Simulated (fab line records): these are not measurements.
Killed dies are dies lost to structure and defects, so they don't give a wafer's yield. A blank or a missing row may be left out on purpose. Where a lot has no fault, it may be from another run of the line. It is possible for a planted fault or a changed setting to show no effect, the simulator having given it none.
Which of the tools did it?    flow n5Finfet    24 lots with 72 wafers sampled at 5 steps, on a route of 1938 steps

== WHAT EACH GAUGE READ, for each wafer ==
N5_SDB_THK_MEAS_31. Usual: SDB_THK 64.0 nm, standard deviation 0.77.
lot   measured     on            SDB_THK (nm)    flag
L074  day 3 22:58  filmMetro-01  64.1 63.2 63.8  
L075  day 4 06:33  filmMetro-01  63.2 64.4 63.8  
L076  day 4 09:11  filmMetro-02  63.8 63.8 63.9  
L077  day 4 19:35  filmMetro-01  63.5 65.8 64.4  
L079  day 5 03:47  filmMetro-01  62.5 64.3 63.1  
L078  day 5 06:10  filmMetro-02  63.6 63.6 63.6  
L080  day 5 13:17  filmMetro-02  65.1 61.8 63.5  
L081  day 5 19:13  filmMetro-01  63.9 64.5 63.2  
L082  day 6 04:08  filmMetro-01  64.0 63.8 64.4  
L083  day 6 05:26  filmMetro-02  64.5 64.9 65.0  
L084  day 6 12:52  filmMetro-01  64.0 64.5 64.0  
L085  day 6 18:44  filmMetro-02  63.4 64.0 64.0  
L086  day 7 04:16  filmMetro-02  64.6 63.3 64.7  
L087  day 7 05:23  filmMetro-01  64.2 63.0 64.8  
L088  day 7 13:08  filmMetro-01  63.4 63.0 63.9  
L089  day 7 18:10  filmMetro-01  64.3 64.4 65.1  
L090  day 8 03:05  filmMetro-01  65.1 64.5 64.9  
L091  day 8 06:47  filmMetro-01  64.5 64.6 63.9  
L092  day 8 11:11  filmMetro-02  64.6 64.2 65.2  
L093  day 8 21:37  filmMetro-02  63.7 62.8 63.2  
L094  day 8 23:19  filmMetro-01  62.0 64.1 64.5  
L095  day 9 08:32  filmMetro-01  65.3 64.7 66.0  
L096  day 9 12:01  filmMetro-02  65.0 64.5 63.4  
L097  day 9 18:39  filmMetro-01  63.2 62.3 63.1  

N5_HKMG_FIN_OVL_MEAS_50. Usual: NDIPOLE_OVL 0.3 nm, standard deviation 0.97.
lot   measured     on          NDIPOLE_OVL (nm)  flag
L074  day 4 00:34  overlay-02  0.2 0.0 0.3       
L075  day 4 08:37  overlay-01  2.2 -0.8 1.4      
L076  day 4 11:08  overlay-02  0.4 1.3 1.8       
L077  day 4 21:24  overlay-02  0.3 1.2 1.7       
L079  day 5 05:37  overlay-02  0.8 0.9 0.1       
L078  day 5 07:55  overlay-02  -0.3 0.0 0.2      
L080  day 5 14:56  overlay-02  -0.2 -0.9 -0.8    
L081  day 5 20:56  overlay-01  -0.2 -0.9 0.2     
L082  day 6 05:51  overlay-02  0.7 1.0 0.5       
L083  day 6 07:11  overlay-01  -0.5 -0.3 0.5     
L084  day 6 14:34  overlay-01  1.9 1.3 2.1       
L085  day 6 20:48  overlay-01  -0.3 -0.5 -0.9    
L086  day 7 05:44  overlay-02  -1.8 -0.8 -1.2    
L087  day 7 06:58  overlay-01  -0.6 1.1 -0.8     
L088  day 7 15:04  overlay-01  1.7 1.5 -0.8      
L089  day 7 19:47  overlay-02  1.0 0.6 0.5       
L090  day 8 04:41  overlay-02  -0.3 0.1 -0.9     
L091  day 8 08:28  overlay-01  0.2 0.4 0.8       
L092  day 8 13:13  overlay-02  -0.7 -1.0 -0.6    
L093  day 8 23:06  overlay-02  1.1 0.1 1.5       
L094  day 9 00:55  overlay-01  0.9 0.7 -0.2      
L095  day 9 10:20  overlay-02  -0.3 -1.0 -0.6    
L096  day 9 13:37  overlay-02  1.0 -0.1 -0.2     
L097  day 9 20:19  overlay-02  -1.4 -0.7 -1.1    

== TOOL THAT RAN EACH LOT (tool first, then ch and the chambers of the sampled wafers, then the start) ==
lot   N5_SD_EPI_P_ETCH_16               N5_ILD0_CMP_03                N5_HKMG_FIN_HK_ANNEAL_02
L074  rieDiel-04 ch 1,2,3, day 3 07:16  cmp-02 ch 0,3, day 3 14:02    rtpAnneal-01 ch 0, day 3 23:50
L075  rieDiel-04 ch 2,3, day 3 15:19    cmp-03 ch 0,1,3, day 3 22:28  rtpAnneal-02 ch 0, day 4 07:50
L076  rieDiel-04 ch 0,1,3, day 3 18:29  cmp-02 ch 0,1,3, day 4 00:51  rtpAnneal-02 ch 0, day 4 10:31
L077  rieDiel-02 ch 0,1,3, day 4 04:21  cmp-01 ch 0,1,3, day 4 11:26  rtpAnneal-01 ch 0, day 4 20:44
L079  rieDiel-04 ch 0,2,3, day 4 12:47  cmp-02 ch 0,1,3, day 4 19:13  rtpAnneal-01 ch 0, day 5 04:41
L078  rieDiel-01 ch 0,1,2, day 4 14:04  cmp-03 ch 1,2, day 4 20:25    rtpAnneal-02 ch 0, day 5 07:15
L080  rieDiel-04 ch 0,1,3, day 4 21:29  cmp-02 ch 1,2,3, day 5 04:26  rtpAnneal-02 ch 0, day 5 14:16
L081  rieDiel-02 ch 0, day 5 04:37      cmp-01 ch 1,2,3, day 5 10:58  rtpAnneal-01 ch 0, day 5 20:08
L082  rieDiel-01 ch 2,3, day 5 10:53    cmp-02 ch 0,3, day 5 17:35    rtpAnneal-02 ch 0, day 6 05:04
L083  rieDiel-01 ch 0,1,2, day 5 11:34  cmp-01 ch 0,1,3, day 5 17:51  rtpAnneal-02 ch 0, day 6 06:24
L084  rieDiel-01 ch 1,2,3, day 5 18:58  cmp-03 ch 0,2,3, day 6 01:51  rtpAnneal-02 ch 0, day 6 13:54
L085  rieDiel-02 ch 0,2, day 6 03:06    cmp-02 ch 0,1, day 6 09:33    rtpAnneal-01 ch 0, day 6 20:04
L086  rieDiel-02 ch 0,2,3, day 6 12:17  cmp-03 ch 0,1, day 6 18:45    rtpAnneal-01 ch 0, day 7 05:09
L087  rieDiel-01 ch 1,3, day 6 14:22    cmp-02 ch 1,2,3, day 6 20:42  rtpAnneal-02 ch 0, day 7 06:11
L088  rieDiel-02 ch 0,2,3, day 6 21:07  cmp-02 ch 1,3, day 7 03:27    rtpAnneal-02 ch 0, day 7 14:18
L089  rieDiel-01 ch 0,3, day 6 23:16    cmp-03 ch 1,2,3, day 7 07:38  rtpAnneal-01 ch 0, day 7 18:58
L090  rieDiel-01 ch 1,2,3, day 7 09:37  cmp-02 ch 0,1,2, day 7 15:58  rtpAnneal-02 ch 0, day 8 03:53
L091  rieDiel-04 ch 0,2, day 7 14:28    cmp-03 ch 0,2, day 7 20:44    rtpAnneal-02 ch 0, day 8 07:41
L092  rieDiel-04 ch 0,1,2, day 7 20:37  cmp-01 ch 0,2,3, day 8 02:53  rtpAnneal-01 ch 0, day 8 12:32
L093  rieDiel-01 ch 1,2,3, day 8 05:57  cmp-02 ch 2,3, day 8 13:24    rtpAnneal-02 ch 0, day 8 22:29
L094  rieDiel-02 ch 0,1,2, day 8 07:53  cmp-03 ch 0,1, day 8 14:11    rtpAnneal-02 ch 0, day 9 00:07
L095  rieDiel-01 ch 0,1,2, day 8 16:46  cmp-03 ch 2,3, day 9 00:20    rtpAnneal-02 ch 0, day 9 09:34
L096  rieDiel-04 ch 0,1,2, day 8 21:00  cmp-03 ch 1,2,3, day 9 03:38  rtpAnneal-02 ch 0, day 9 12:57
L097  rieDiel-02 ch 1,3, day 9 03:26    cmp-02 ch 1,3, day 9 10:05    rtpAnneal-01 ch 0, day 9 19:31
- N5_SD_EPI_P_ETCH_16: etches SiO2 in CHF3/O2, target depth 5 nm.
- N5_ILD0_CMP_03: polishes, stops on SiNx, t overpolish 1.9 s, target thk 197.38 nm.
- N5_HKMG_FIN_HK_ANNEAL_02: time 30 s.

== WHAT THE TOOLS THEMSELVES READ (means of the sampled wafers that have a number; where no wafer has one, the mark that the record gives instead) ==
N5_SD_EPI_P_ETCH_16. Usual: CHF3_flow_sccm 50.02 sccm, standard deviation 0.15; biasW 170.1 W, standard deviation 0.5; drypumpMotorCurrentA 5.5 A, standard deviation 0.32; oesProductAu 0.78 a.u., standard deviation 0.09; rfVppV 522 V, standard deviation 3.9; showerheadPlenumPTorr 2.42 Torr, standard deviation 0.08; throttleValvePct 18.84 %, standard deviation 0.24.
lot   tool        CHF3_flow_sccm (sccm)  biasW (W)  drypumpMotorCurrentA (A)  oesProductAu (a.u.)  rfVppV (V)  showerheadPlenumPTorr (Torr)  throttleValvePct (%)  flag
L074  rieDiel-04  50.00                  170.1      5.3                       0.80                 520         2.39                          18.86                 
L075  rieDiel-04  50.22                  169.7      5.3                       0.72                 524         2.36                          18.82                 
L076  rieDiel-04  50.06                  170.3      5.1                       0.78                 522         2.38                          18.87                 
L077  rieDiel-02  49.98                  170.6      5.8                       0.72                 520         2.43                          18.99                 
L079  rieDiel-04  50.13                  169.9      5.2                       0.74                 523         2.43                          18.83                 
L078  rieDiel-01  49.91                  169.8      5.7                       0.84                 520         2.41                          18.71                 
L080  rieDiel-04  50.20                  170.1      5.1                       0.78                 522         2.38                          18.88                 
L081  rieDiel-02  50.04                  169.6      5.8                       0.73                 520         2.50                          19.02                 
L082  rieDiel-01  49.98                  170.5      5.3                       0.76                 528         2.38                          18.76                 
L083  rieDiel-01  49.87                  170.5      5.7                       0.84                 520         2.41                          18.73                 
L084  rieDiel-01  49.92                  170.1      5.5                       0.78                 524         2.38                          18.88                 
L085  rieDiel-02  50.21                  170.3      5.9                       0.76                 523         2.39                          18.91                 
L086  rieDiel-02  49.87                  170.0      5.9                       0.73                 521         2.43                          18.95                 
L087  rieDiel-01  49.83                  170.1      5.6                       0.71                 524         2.39                          19.18                 
L088  rieDiel-02  50.08                  170.4      5.9                       0.73                 521         2.43                          18.96                 
L089  rieDiel-01  49.99                  170.4      5.7                       0.79                 519         2.42                          18.64                 
L090  rieDiel-01  50.01                  169.9      5.5                       0.76                 525         2.38                          18.91                 
L091  rieDiel-04  50.10                  170.2      5.1                       0.75                 524         2.49                          18.86                 
L092  rieDiel-04  50.07                  170.7      5.2                       0.79                 522         2.44                          18.91                 
L093  rieDiel-01  50.03                  170.1      5.5                       0.75                 524         2.38                          18.92                 
L094  rieDiel-02  50.08                  170.1      5.8                       0.79                 524         2.46                          18.89                 
L095  rieDiel-01  49.99                  170.1      5.7                       0.80                 519         2.40                          18.78                 
L096  rieDiel-04  49.94                  169.4      5.2                       0.78                 521         2.44                          18.91                 
L097  rieDiel-02  50.04                  170.6      5.8                       0.87                 524         2.54                          18.80                 

N5_ILD0_CMP_03. Usual: edgeZonePressureFrac 1.001, standard deviation 0.0047; motorCurrentA 12.5 A, standard deviation 0.99; overpolishRunS 1.899 s, standard deviation 0.0097; slurryFilterDpKPa 13.51 kPa, standard deviation 0.13; timeToEndpointS 71 s, standard deviation 3.9.
lot   tool    edgeZonePressureFrac  motorCurrentA (A)  overpolishRunS (s)  slurryFilterDpKPa (kPa)  timeToEndpointS (s)  flag
L074  cmp-02  1.004                 11.9               1.899               13.39                    70                   
L075  cmp-03  0.998                 12.8               1.909               13.62                    72                   
L076  cmp-02  0.998                 12.4               1.894               13.41                    63                   
L077  cmp-01  1.001                 12.9               1.907               13.46                    77                   
L079  cmp-02  1.000                 12.2               1.899               13.36                    68                   
L078  cmp-03  1.002                 12.0               1.904               13.66                    74                   
L080  cmp-02  1.001                 12.4               1.901               13.48                    73                   
L081  cmp-01  0.999                 13.0               1.909               13.51                    74                   
L082  cmp-02  0.999                 12.8               1.900               13.47                    69                   
L083  cmp-01  1.000                 12.5               1.895               13.53                    71                   
L084  cmp-03  1.003                 12.1               1.892               13.56                    74                   
L085  cmp-02  1.002                 12.8               1.910               13.53                    66                   
L086  cmp-03  0.998                 13.0               1.893               13.58                    74                   
L087  cmp-02  1.002                 11.8               1.898               13.52                    68                   
L088  cmp-02  1.006                 12.0               1.903               13.58                    69                   
L089  cmp-03  1.003                 12.6               1.904               13.51                    71                   
L090  cmp-02  0.995                 13.0               1.901               13.47                    71                   
L091  cmp-03  0.999                 11.0               1.890               13.40                    74                   
L092  cmp-01  1.007                 13.3               1.891               13.50                    63                   
L093  cmp-02  1.008                 11.6               1.893               13.34                    72                   
L094  cmp-03  1.000                 12.4               1.898               13.47                    75                   
L095  cmp-03  1.004                 12.4               1.898               13.57                    73                   
L096  cmp-03  0.999                 12.7               1.898               13.60                    78                   
L097  cmp-02  1.001                 11.9               1.899               13.53                    68                   

N5_HKMG_FIN_HK_ANNEAL_02. Usual: lampPowerPct 8.80 %, standard deviation 0.056; wafer_temp_C_max 702.9, standard deviation 0.73.
lot   tool          lampPowerPct (%)  wafer_temp_C_max  flag
L074  rtpAnneal-01  8.76              703.2             
L075  rtpAnneal-02  8.85              703.2             
L076  rtpAnneal-02  8.79              703.3             
L077  rtpAnneal-01  8.76              703.4             
L079  rtpAnneal-01  8.82              703.1             
L078  rtpAnneal-02  8.84              703.3             
L080  rtpAnneal-02  8.81              703.2             
L081  rtpAnneal-01  8.82              702.8             
L082  rtpAnneal-02  8.82              703.0             
L083  rtpAnneal-02  8.84              702.3             
L084  rtpAnneal-02  8.83              702.7             
L085  rtpAnneal-01  8.76              703.4             
L086  rtpAnneal-01  8.80              702.8             
L087  rtpAnneal-02  8.78              702.3             
L088  rtpAnneal-02  8.78              702.7             
L089  rtpAnneal-01  8.77              702.6             
L090  rtpAnneal-02  8.80              702.7             
L091  rtpAnneal-02  8.83              702.6             
L092  rtpAnneal-01  8.81              703.0             
L093  rtpAnneal-02  8.75              703.4             
L094  rtpAnneal-02  8.90              702.9             
L095  rtpAnneal-02  8.76              703.0             
L096  rtpAnneal-02  8.81              702.8             
L097  rtpAnneal-01  8.74              703.2             

== THE ANSWER, worked out from the rows above alone ==
Rule: a lot is off if the mean of its wafers that have a number lies more than 3 standard deviations from the usual mean. Also off: a lot with no number at a reading for which 4 or more lots have one. Any other lot the step has rows for is counted as sound. After the gauges, taken in route order, come the tools' own readings; for these a lot's mean is taken, as printed above. At the first step where some lot is off, the reading lying furthest off is the one used; lots without a number count as furthest.
None of the lots is off at any reading shown; this tells nothing.

== WHAT THE SIMULATOR HAD PUT IN ==
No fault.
